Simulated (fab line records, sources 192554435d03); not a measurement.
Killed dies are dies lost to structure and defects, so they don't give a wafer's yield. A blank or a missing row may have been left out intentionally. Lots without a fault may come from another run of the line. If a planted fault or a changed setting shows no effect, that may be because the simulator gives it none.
Chamber matching	flow n5_finfet	3 sister chambers for N5_BEOL_M4_PRE_CLEAN_60 on cvd_co-02
The step time 15 s. 3 wafers are shown with their chamber, then 12 later ones without.

## EACH WAFER AND ITS CHAMBER
wafer	chamber	heater_power_w (W)
L094.2	0	96
L094.3	2	81
L094.5	1	82

## WAFERS WHOSE CHAMBER IS MISSING
wafer	heater_power_w (W)
L095.1	81
L095.2	95
L095.3	82
L095.4	82
L095.5	81
L095.6	97
L096.4	98
L096.5	82
L096.6	81
L097.1	85
L097.4	95
L097.5	83

## CHAMBER TAKEN BY EACH
wafer	from the rows above	in truth
L095.1	can't be placed: 2 or 1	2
L095.2	0	0
L095.3	can't be placed: 1 or 2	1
L095.4	can't be placed: 1 or 2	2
L095.5	can't be placed: 2 or 1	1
L095.6	0	0
L096.4	0	0
L096.5	can't be placed: 1 or 2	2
L096.6	can't be placed: 2 or 1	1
L097.1	can't be placed: 1 or 2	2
L097.4	0	0
L097.5	can't be placed: 1 or 2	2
Placed correctly: 4 of 12. Can't be placed from these rows: 8 (the true chamber is among the candidates in 8). 0 placed wrongly.
How it was worked out, from the rows above alone: a wafer's distance from a chamber is the root of the sum, over the readings, of the square of ((its reading less the chamber's mean) divided by the reading's scatter). The wafer belongs to the nearest chamber; if the next one is less than 2 further off, it can't be placed. A chamber's mean is the mean of its shown wafers. The scatter: root of mean squared gap, hidden wafer to nearest shown wafer, with one shown wafer a chamber.
